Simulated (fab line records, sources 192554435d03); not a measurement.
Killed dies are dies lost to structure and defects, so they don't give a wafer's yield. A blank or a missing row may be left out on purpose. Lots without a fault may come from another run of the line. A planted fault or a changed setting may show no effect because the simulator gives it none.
fab line records | flow n5_finfet
record lots=6 wafers=18 last_day=17
route steps=1938 shown ZERO_LAYER@5 PASSIVATION@1936
lots that met no fault: from a run of the same line without faults
start_h: hours from the record's first day to the start of the lot's first wafer shown | wait_h: hours since the lot's step before | " the same as in the row above | L1.1+2: a row that stands for several wafers | - no value, or no start given | * or withheld: withheld | < > ~ a bound
route shown NAME@n: a module of which the file shows steps, and the number in the route of the first | usual: mean/standard deviation of fault-free wafers | same: alike in all rows | chamber/n: place in a boat | sites: the reading at each site | _std_site: their standard deviation | _edge_site: outer sites' mean less inner sites' | radius_mm: how far each site lies from the wafer's centre | mask NAME#n: copy n | behind: the tool/chamber that last shaped the wafer | hold: why the lot was held/for how many hours/how that ended | device: the transistor (n, p or np) that didn't switch | end of line: the same wafers' tests at the end of the route | a step without rows: its recipe alone | killed: dies lost to structure and defects at the first sort, not the wafer's yield | map: a wafer's dies, x killed, . not, _ none there
set.NAME: the setting as run; set.NAME@STEP: as run at that earlier step | model.NAME: the simulator's own value behind a step, which no gauge read
lots at some steps of the route; a table a step, a row a wafer
services: from which hour (start_h, from the record's first day; less than 0 if before it) a tool's chamber was out of use, for how many hours, and why
## steps
# step N5_ZERO_LAYER_HMDS_04
# recipe time_s=60 temp_c=120
# step N5_ZERO_LAYER_COAT_05
# recipe spin_rpm=1500 resist_thk_nm=1000
# step N5_ZERO_LAYER_EBR_07
# recipe solvent=PGMEA ebr_width_mm=1.5
# step N5_ZERO_LAYER_SOFTBAKE_06
# recipe temp_c=100 time_s=90
# step N5_ZERO_LAYER_EXPOSE_08
# recipe mask_id=ZERO na=0.55 source_shape=conventional sigma_outer=0.8 polarization=unpolarized defocus_nm=0 target_cd_nm=2000 dose_mj=16.2
# step N5_ZERO_LAYER_PEB_09
# recipe peb_temp_c=withheld peb_time_s=*
# step N5_ZERO_LAYER_DEVELOP_10
# recipe develop_time_s=60 rinse_liquid=diw dry=air_spin dev_temp_c=21
# step N5_ZERO_LAYER_HARDBAKE_23
# recipe temp_c=130 time_s=120
# step N5_ZERO_LAYER_CD_MEAS_11
# recipe target_cd_nm=2000 landing_energy_ev=500 detector=se_inlens
# usual cd_nm=1999.2/1.9
# columns lot.wafer tool chamber start_h wait_h cd_nm
L885.4 cd_sem-01 0 12.66 - 2000.8
L885.5 " 0 " " 1997.4
L885.6 " 0 " " 1998.8
L898.1 cd_sem-01 0 90.77 - 1998.6
L898.2 " 0 " " 2000.4
L898.3 " 0 " " 2000.0
L900.1 cd_sem-03 0 102.66 - 1998.1
L900.4 " 0 " " 1999.8
L900.5 " 0 " " 2000.1
L901.1 cd_sem-01 0 108.77 - 1999.4
L901.2 " 0 " " 1999.0
L901.3 " 0 " " 2000.3
L903.3 cd_sem-02 0 120.64 - 1995.8
L903.5 " 0 " " 1999.2
L903.6 " 0 " " 2000.9
L907.4 cd_sem-01 0 144.65 - 2001.2
L907.5 " 0 " " 2000.7
L907.6 " 0 " " 2000.2
# step N5_ZERO_LAYER_DESCUM_16
# recipe chemistry=O2 time_s=7.9 source_power_w=50 bias_power_w=20 pressure_mtorr=20 rf_frequency_hz=2.712e+07 temp_c=40 o2_flow_sccm=225
# usual drypump_motor_current_A=5.75/0.26 oes_product_au=0.79/0.086 rf_vpp_V=243.1/1.2 showerhead_plenum_p_Torr=2.09/0.066 throttle_valve_pct=20.47/0.27
# columns lot.wafer tool chamber start_h wait_h drypump_motor_current_A oes_product_au rf_hours_counter_h rf_vpp_V showerhead_plenum_p_Torr throttle_valve_pct
L885.4 rie_diel-05 3 12.71 0.0 6.12 0.70 217 241.8 1.98 20.84
L885.5 " 3 " " 6.11 0.70 - 243.7 1.98 20.83
L885.6 " 0 " " 5.82 0.81 - 240.6 2.03 20.63
L898.1 rie_diel-06 0 90.80 0.0 5.83 0.76 125 243.9 2.10 20.66
L898.2 " 3 " " 5.81 0.95 12 244.6 2.15 20.65
L898.3 " 2 " " 5.54 0.72 182 243.0 2.09 20.42
L900.1 rie_diel-06 2 102.70 0.0 5.51 0.73 186 242.1 2.09 20.42
L900.4 " 3 " " 5.85 0.96 15 244.3 2.15 20.66
L900.5 " 3 " " 5.80 0.95 - 243.9 2.15 20.66
L901.1 rie_diel-05 3 108.81 0.0 6.10 0.68 245 242.7 1.97 20.89
L901.2 " 2 " " 5.57 0.89 36 243.8 2.12 20.19
L901.3 " 0 " " 5.83 0.79 122 241.1 2.02 20.64
L903.3 rie_diel-06 3 120.68 0.0 5.77 0.94 21 242.9 2.14 20.65
L903.5 " 1 " " 5.90 0.74 - 244.6 2.20 20.60
L903.6 " 2 " " 5.52 0.71 - 240.9 2.09 20.44
L907.4 rie_diel-05 3 144.95 0.3 6.13 0.97 2 245.2 2.23 20.47
L907.5 " 1 " " 5.72 0.74 - 244.3 2.08 19.98
L907.6 " 2 " " 5.55 0.87 - 244.2 2.12 20.18
# step N5_ZERO_LAYER_ETCH_17
# recipe chemistry=CF4 target=SiO2 target_depth_a=120 time_s=13.3 ion_energy_ev=350 pressure_mtorr=40 source_w=450 bias_w=215 Ar_flow_sccm=100 cf4_flow_sccm=100
# usual bias_w=215.0/0.62 drypump_motor_current_A=5.75/0.26 mfc_ar_sccm=100.05/0.3 oes_product_au=0.79/0.092 rf_vpp_V=948/4 showerhead_plenum_p_Torr=2.14/0.062 throttle_valve_pct=15.71/0.22
# columns lot.wafer tool chamber start_h wait_h bias_w drypump_motor_current_A mfc_ar_sccm oes_product_au rf_hours_counter_h rf_vpp_V showerhead_plenum_p_Torr throttle_valve_pct
L885.4 rie_diel-05 3 12.74 0.0 214.3 6.10 100.29 0.68 217 942 2.03 16.07
L885.5 " 3 " " 215.4 6.12 100.18 0.68 - 941 2.03 16.06
L885.6 " 0 " " 213.8 5.82 99.97 0.83 - 945 2.09 15.86
L898.1 rie_diel-06 0 90.84 0.0 215.3 5.82 100.31 0.75 125 948 2.16 15.88
L898.2 " 3 " " 215.4 5.78 100.22 0.96 12 951 2.18 15.69
L898.3 " 2 " " 215.5 5.51 99.90 0.71 182 948 2.13 15.57
L900.1 rie_diel-06 2 102.73 0.0 216.1 5.52 99.96 0.70 186 947 2.13 15.56
L900.4 " 3 " " 214.9 5.79 100.59 0.95 15 950 2.18 15.68
L900.5 " 3 " " 216.0 5.76 100.50 0.94 - 951 2.18 15.67
L901.1 rie_diel-05 3 108.84 0.0 214.7 6.11 99.99 0.66 245 941 2.02 16.11
L901.2 " 2 " " 215.4 5.60 100.49 0.91 36 950 2.18 15.43
L901.3 " 0 " " 216.0 5.85 100.34 0.81 122 943 2.08 15.92
L903.3 rie_diel-06 3 120.71 0.0 215.7 5.77 100.04 0.94 21 951 2.18 15.69
L903.5 " 1 " " 215.6 5.90 100.77 0.75 - 953 2.23 15.78
L903.6 " 2 " " 215.4 5.51 100.08 0.71 - 948 2.13 15.58
L907.4 rie_diel-05 3 144.98 0.0 214.7 6.09 100.20 0.94 2 956 2.28 15.64
L907.5 " 1 " " 214.5 5.75 100.24 0.74 - 948 2.14 15.38
L907.6 " 2 " " 214.9 5.58 100.82 0.89 - 951 2.17 15.47
# step N5_ZERO_LAYER_ETCH_18
# recipe chemistry=HBr/Cl2 target=Si target_depth_a=1200 time_s=40 pressure_mtorr=10 icp_w=800 bias_w=75 HBr_flow_sccm=150 Cl2_flow_sccm=80
# usual bias_w=75.06/0.23 drypump_motor_current_A=5.7/0.53 oes_product_au=1.007/0.016 throttle_valve_pct=36.3/0.43
# columns lot.wafer tool chamber start_h wait_h bias_w drypump_motor_current_A oes_product_au rf_hours_counter_h throttle_valve_pct
L885.4 rie_si-02 2 12.82 0.0 74.98 6.2 1.016 62 35.3
L885.5 " 1 " " 74.85 5.0 0.986 - 36.0
L885.6 " 0 " " 75.19 5.4 0.989 - 36.5
L898.1 rie_si-02 3 90.91 0.0 74.73 5.0 1.007 157 36.8
L898.2 " 2 " " 75.32 6.3 1.024 63 35.3
L898.3 " 0 " " 75.23 5.3 0.991 43 36.5
L900.1 rie_si-02 0 102.80 0.0 75.00 5.4 0.989 43 36.5
L900.4 " 1 " " 74.58 5.0 0.987 47 36.0
L900.5 " 3 " " 75.28 5.1 1.012 - 36.8
L901.1 rie_si-03 0 108.91 0.0 75.20 5.4 1.031 7 36.0
L901.2 " 2 " " 75.32 6.4 1.004 29 36.7
L901.3 " 3 " " 74.93 6.3 1.011 55 36.1
L903.3 rie_si-03 0 120.79 0.0 75.12 5.4 1.025 8 36.0
L903.5 " 1 " " 74.99 6.0 1.002 - 36.4
L903.6 " 2 " " 74.82 6.4 1.011 - 36.7
L907.4 rie_si-03 3 145.06 0.0 75.10 6.4 1.014 55 36.1
L907.5 " 2 " " 75.01 6.4 1.006 - 36.7
L907.6 " 3 " " 75.09 6.3 1.008 - 36.1
# step N5_ZERO_LAYER_STRIP_24
# recipe chemistry=O2 power_w=1000 temp_c=250 overash_fraction=0.3 pressure_mtorr=1000 o2_flow_sccm=6750
# usual chamber_pressure_mTorr=1000.1/0.77 drypump_motor_current_A=5.46/0.13 heater_power_w=344/44 oes_product_au=0.647/0.0044 strip_time_to_endpoint_s=43.84/0.085
# columns lot.wafer tool chamber start_h wait_h chamber_pressure_mTorr drypump_motor_current_A heater_power_w oes_product_au rf_hours_counter_h strip_time_to_endpoint_s model.coat_of_ZERO_LAYER_COAT_05.thk_nm
L885.4 plasma_asher-01 0 12.94 0.1 1000.1 5.32 331 0.640 - 43.94 0
L885.5 " 0 " " 1001.2 5.36 315 0.648 - 43.93 0
L885.6 " 1 " " 1000.8 5.63 322 0.647 - 43.85 0
L898.1 plasma_asher-02 0 91.02 0.1 1001.7 5.49 436 0.655 41 43.95 0
L898.2 " 1 " " 1000.9 5.31 323 0.642 41 43.97 0
L898.3 " 1 " " 1000.0 5.30 327 0.647 - 43.94 0
L900.1 plasma_asher-01 1 102.91 0.1 - - - - - - 929.3
L900.4 " 1 " " - - - - - - 932.5
L900.5 " 1 " " - - - - - - 932.3
L901.1 plasma_asher-01 1 109.02 0.1 - - - - - - 929.9
L901.2 " 0 " " - - - - - - 934.3
L901.3 " 1 " " - - - - - - 931.6
L903.3 plasma_asher-01 0 120.91 0.1 1000.4 5.35 320 0.646 - 43.89 0
L903.5 " 1 " " 1000.5 5.62 330 0.650 - 43.87 0
L903.6 " 0 " " 999.9 5.35 315 0.650 - 43.97 0
L907.4 plasma_asher-01 0 145.18 0.1 1000.2 5.37 318 0.647 - 43.83 0
L907.5 " 0 " " 999.2 5.35 319 0.658 - 43.83 0
L907.6 " 1 " " 999.6 5.62 322 0.637 - 43.80 0
# step N5_ZERO_LAYER_STRIP_19
# recipe chemistry=SPM time_s=900 temp_c=130 h2so4_h2o2_vol_ratio=4 dry=ipa_marangoni
# step N5_PASSIVATION_PROBE_49
# usual killed_at_M0_to_M3=33/9.1 killed_at_M4_up=14/5.6 killed_at_contacts=13/5.7 killed_at_front_end=42/12 killed_at_other=4/3 killed_dies=105/16 killed_on_rim=13/4 killed_open=69/11 killed_short=34/7.5
# same gross_dies=1180 killed_at_back_side=0
# columns lot.wafer tool chamber start_h wait_h killed_at_M0_to_M3 killed_at_M4_up killed_at_contacts killed_at_front_end killed_at_other killed_dies killed_on_rim killed_open killed_short
L885.4 prober-02 - 262.88 0.2 35 20 12 36 1 104 8 69 35
L885.5 prober-02 - 262.93 0.2 50 26 4 29 1 110 12 66 37
L885.6 prober-02 - 262.98 0.3 31 19 9 50 0 109 8 71 38
L898.1 prober-02 - 341.45 0.0 34 11 13 30 2 90 12 60 29
L898.2 prober-02 - 341.50 0.1 29 12 6 23 0 70 8 49 21
L898.3 prober-02 - 341.55 0.1 31 12 4 28 4 79 5 55 24
L901.2 prober-02 - 362.49 0.1 33 14 14 50 11 122 10 71 36
L903.3 prober-01 - 378.34 0.1 26 24 11 45 6 112 16 72 39
L903.5 prober-01 - 378.44 0.2 44 15 15 56 7 137 17 91 46
L903.6 prober-01 - 378.49 0.3 23 22 15 60 9 129 17 82 46
L907.4 prober-02 - 411.73 0.2 18 15 10 53 3 99 9 70 27
L907.5 prober-02 - 411.78 0.2 40 14 30 43 3 130 19 87 41
L907.6 prober-02 - 411.83 0.3 18 12 18 65 9 122 11 76 44
# killed by level:class
L885.4 FIN_SAQP:geometric_particle:short=11 BEOL_M3:geometric_particle:open=11 MOL_CONTACT_COAG:geometric_particle:open=10 BEOL_M0_SAQP:geometric_particle:short=8 STI_FIN_REVEAL:geometric_particle:open=7 BEOL_M4:geometric_particle:open=7 FIN_SAQP:geometric_particle:open=5 GATE_CUT:geometric_particle:open=5
L885.5 BEOL_M4:geometric_particle:open=10 BEOL_M3:geometric_particle:open=9 FIN_SAQP:geometric_particle:open=7 BEOL_M0_SAQP:geometric_particle:short=7 BEOL_M0_SAQP:geometric_particle:open=7 BEOL_M1:geometric_particle:open=7 STI_FIN_REVEAL:geometric_particle:open=6 BEOL_M2:geometric_particle:open=5
L885.6 FIN_SAQP:geometric_particle:open=18 BEOL_M0_SAQP:geometric_particle:short=11 BEOL_M0_SAQP:geometric_particle:open=11 FIN_SAQP:geometric_particle:short=9 MOL_CONTACT_COAG:geometric_particle:open=9 STI_FIN_REVEAL:geometric_particle:open=8 BEOL_M4:geometric_particle:open=7 GATE_CUT:geometric_particle:short=4
L898.1 MOL_CONTACT_COAG:geometric_particle:open=12 BEOL_M3:geometric_particle:open=9 BEOL_M0_SAQP:geometric_particle:open=7 BEOL_M0_SAQP:geometric_particle:short=6 GATE_CUT:geometric_particle:short=5 FIN_SAQP:geometric_particle:open=4 BEOL_M1:geometric_particle:open=4 BEOL_M2:geometric_particle:open=4
L898.2 BEOL_M0_SAQP:geometric_particle:open=8 BEOL_M2:geometric_particle:open=7 BEOL_M0_SAQP:geometric_particle:short=6 BEOL_M3:geometric_particle:open=6 BEOL_M4:geometric_particle:open=6 FIN_SAQP:geometric_particle:short=4 MOL_CONTACT_COAG:geometric_particle:open=4 STARTING-WAFER:geometric_particle:short=4
L898.3 BEOL_M2:geometric_particle:open=12 STI_FIN_REVEAL:geometric_particle:open=6 FIN_SAQP:geometric_particle:open=5 FIN_SAQP:geometric_particle:short=5 BEOL_M0_SAQP:geometric_particle:short=5 BEOL_M1:geometric_particle:open=5 BEOL_M4:geometric_particle:open=5 MOL_CONTACT_COAG:geometric_particle:open=4
L901.2 HKMG_FIN:area_etch=15 FIN_SAQP:geometric_particle:open=12 MOL_CONTACT_COAG:geometric_particle:open=10 BEOL_M2:geometric_particle:open=7 FIN_SAQP:geometric_particle:short=6 BEOL_M0_SAQP:geometric_particle:open=6 BEOL_M1:geometric_particle:open=6 BEOL_M4:geometric_particle:open=6
L903.3 BEOL_M4:geometric_particle:open=13 FIN_SAQP:geometric_particle:short=12 FIN_SAQP:geometric_particle:open=12 MOL_CONTACT_COAG:geometric_particle:open=8 BEOL_M1:geometric_particle:open=5 BEOL_M3:geometric_particle:open=5 DUMMY_GATE:geometric_particle:open=4 ILD0:geometric_particle:short=4
L903.5 STI_FIN_REVEAL:geometric_particle:open=18 FIN_SAQP:geometric_particle:open=12 MOL_CONTACT_COAG:geometric_particle:open=12 BEOL_M4:geometric_particle:open=10 BEOL_M2:geometric_particle:open=9 FIN_SAQP:geometric_particle:short=8 BEOL_M3:geometric_particle:open=8 BEOL_M0_SAQP:geometric_particle:short=8
L903.6 BEOL_M4:geometric_particle:open=14 MOL_CONTACT_COAG:geometric_particle:open=14 FIN_SAQP:geometric_particle:short=12 FIN_SAQP:geometric_particle:open=12 STI_FIN_REVEAL:geometric_particle:open=9 BEOL_M3:geometric_particle:open=8 BEOL_M0_SAQP:geometric_particle:short=7 GATE_CUT:geometric_particle:short=6
L907.4 FIN_SAQP:geometric_particle:open=17 STI_FIN_REVEAL:geometric_particle:open=10 FIN_SAQP:geometric_particle:short=8 MOL_CONTACT_COAG:geometric_particle:open=8 BEOL_M4:geometric_particle:open=8 BEOL_M0_SAQP:geometric_particle:short=4 BEOL_M0_SAQP:geometric_particle:open=4 BEOL_M1:geometric_particle:open=4
L907.5 MOL_CONTACT_COAG:geometric_particle:open=19 BEOL_M1:geometric_particle:open=17 FIN_SAQP:geometric_particle:short=13 MOL_CONTACT_COAG:geometric_particle:short=10 STI_FIN_REVEAL:geometric_particle:open=10 BEOL_M2:geometric_particle:open=7 FIN_SAQP:geometric_particle:open=6 BEOL_M3:geometric_particle:open=6
L907.6 STI_FIN_REVEAL:geometric_particle:open=17 MOL_CONTACT_COAG:geometric_particle:open=15 FIN_SAQP:geometric_particle:open=11 FIN_SAQP:geometric_particle:short=9 STI_FIN_REVEAL:geometric_particle:short=9 BEOL_M3:geometric_particle:open=6 STARTING-WAFER:geometric_particle:short=4 BEOL_M1:geometric_particle:open=4
## services
# columns tool chamber start_h hours kind
plasma_asher-01 - 14.82 1.4 repair
rie_diel-06 - 16.29 2.8 pm
rie_diel-05 - 23.95 0.3 repair
rie_diel-06 3 33.66 - clean
rie_diel-06 3 33.66 - consumable_replace:focus_ring
rie_diel-06 3 33.66 20.0 scheduled_down
rie_diel-06 3 33.66 20.0 vent_cycle
rie_si-02 - 35.56 14.6 pm
rie_diel-05 1 55.98 6.4 repair
rie_diel-05 0 58.55 9.7 repair
rie_diel-06 2 78.81 9.3 repair
rie_diel-06 1 113.13 2.7 repair
plasma_asher-02 - 124.50 8.6 repair
rie_diel-05 3 126.60 - clean
rie_diel-05 3 126.60 - consumable_replace:focus_ring
rie_diel-05 3 126.60 - consumable_replace:showerhead
rie_diel-05 3 126.60 13.2 scheduled_down
rie_diel-05 3 126.60 13.2 vent_cycle
## key
first_sign step=N5_ZERO_LAYER_STRIP_24 reading=tool_record direction=missing
effect none on later readings
model_effect step=N5_ZERO_LAYER_STRIP_24 value=coat_of_ZERO_LAYER_COAT_05.thk_nm without=0 struck=931.7
met_at N5_ZERO_LAYER_STRIP_24
struck_wafers L900.1,L900.4,L900.5,L901.1,L901.2,L901.3
tester_left_out L900,L901
baseline_loss step=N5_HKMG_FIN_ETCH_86 wafers=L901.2
onset_between 12.94 102.91
fault kind=skipped_step_whole tool=plasma_asher-01 chamber=- onset_h=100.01 steps=N5_ZERO_LAYER_STRIP_24 scope=struck_lots_only
# tester_left_out: of these lots the tester's yield and bins aren't shown, on N5 and GAA mostly nor the transistor test; their killed dies are dies lost to structure and defects alone, not to doping, threshold or leakage, so they don't give the yield
# baseline_loss: these wafers lose ten dies or more at that step, a loss of the line's own and not of a fault; the sort's usual values leave them out
